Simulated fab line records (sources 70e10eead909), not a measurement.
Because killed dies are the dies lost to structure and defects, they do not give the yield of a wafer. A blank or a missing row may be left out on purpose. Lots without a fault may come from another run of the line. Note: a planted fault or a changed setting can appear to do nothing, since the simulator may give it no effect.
Which of the tools did it? ; flow nandHarc ; 13 lots with 37 wafers sampled at 2 steps, on a route of 1302 steps

== WHAT EACH GAUGE READ, for each wafer ==
NHARC_A_CHANNEL_HOLE_D1_INSPECT_40. Usual: rawDefectCount at 70, with a standard deviation of 25.
lot;measured;on;rawDefectCount;flag
L908;day 8 21:31;defectInspect-02;39 28 55;
L909;day 9 06:11;defectInspect-01;77 70 91;
L910;day 9 10:04;defectInspect-01;29 26 27;
L911;day 9 20:39;defectInspect-02;44 38 46;
L912;day 12 22:02;defectInspect-01;89 104 74;
L916;day 13 02:39;defectInspect-01;92 74 117;
L914;day 13 14:36;defectInspect-02;83 94;
L913;day 13 17:57;defectInspect-01;83 52;
L921;day 14 18:14;defectInspect-01;48 49 71;
L922;day 15 00:35;defectInspect-02;98 123 128;
L925;day 15 09:25;defectInspect-02;108 66 97;
L930;day 18 04:39;defectInspect-01;116 98 104;
L931;day 19 06:19;defectInspect-02;53 52 50;

== WHICH TOOL RAN EACH LOT (tool, then ch and the chambers of the sampled wafers, then the start) ==
lot;NHARC_A_CHANNEL_HOLE_D1_ETCH_21
L908;harEtch-01 ch 1, day 8 16:10
L909;harEtch-02 ch 0,1, day 9 00:49
L910;harEtch-01 ch 0,1, day 9 04:37
L911;harEtch-01 ch 0,1, day 9 15:26
L912;harEtch-02 ch 0,1, day 12 16:43
L916;harEtch-02 ch 1, day 12 20:53
L914;harEtch-02 ch 0, day 13 06:01
L913;harEtch-01 ch 1, day 13 12:40
L921;harEtch-01 ch 0,1, day 14 12:57
L922;harEtch-02 ch 0,1, day 14 19:28
L925;harEtch-02 ch 0,1, day 15 03:50
L930;harEtch-01 ch 0,1, day 17 23:36
L931;harEtch-02 ch 0,1, day 19 01:05
- NHARC_A_CHANNEL_HOLE_D1_ETCH_21: etches the open film in C4F8/O2/Ar, time 514.3 s, target depth 1600 nm.

== AS READ BY THE TOOLS THEMSELVES (means over the sampled wafers that have a number; for cases with no such wafer, the mark the record gives instead) ==
NHARC_A_CHANNEL_HOLE_D1_ETCH_21. Usual: drypumpMotorCurrentA 5.82 A, standard deviation 0.18; heBacksideLeakSccm 6.6 sccm, standard deviation 0.9; showerheadPlenumPTorr 3.64 Torr, standard deviation 0.12; throttleValvePct 32.154 %, standard deviation 0.0095.
lot;tool;drypumpMotorCurrentA (A);heBacksideLeakSccm (sccm);showerheadPlenumPTorr (Torr);throttleValvePct (%);flag
L908;harEtch-01;5.84;5.8;3.69;32.153;
L909;harEtch-02;5.85;7.1;3.55;32.157;
L910;harEtch-01;5.72;6.2;3.71;32.160;
L911;harEtch-01;5.78;6.1;3.69;32.155;
L912;harEtch-02;5.86;7.3;3.53;32.152;
L916;harEtch-02;6.19;7.4;3.49;32.152;
L914;harEtch-02;5.73;7.2;3.55;32.157;
L913;harEtch-01;5.83;6.5;3.66;32.155;
L921;harEtch-01;5.78;6.4;3.66;32.168;
L922;harEtch-02;6.00;5.8;3.50;32.150;
L925;harEtch-02;6.04;5.5;3.50;32.150;
L930;harEtch-01;5.78;6.7;3.63;32.147;
L931;harEtch-02;5.89;5.4;3.92;32.162;

== THE ANSWER, worked out from the rows above alone ==
Rule: a lot counts as off when the mean over its wafers that have a number is more than 3 standard deviations away from the usual mean. Also off: a lot with no number at a reading for which 4 or more lots have one. All remaining lots with rows at the step are treated as sound. After the gauges, taken in route order, come the tools' own readings; for these a lot's mean is taken, as printed above. At the first step where some lot is off, the reading lying furthest off is the one used; lots without a number count as furthest.
No lot is off at any reading shown: from this, nothing can be told.

== WHAT HAD BEEN PUT IN BY THE SIMULATOR ==
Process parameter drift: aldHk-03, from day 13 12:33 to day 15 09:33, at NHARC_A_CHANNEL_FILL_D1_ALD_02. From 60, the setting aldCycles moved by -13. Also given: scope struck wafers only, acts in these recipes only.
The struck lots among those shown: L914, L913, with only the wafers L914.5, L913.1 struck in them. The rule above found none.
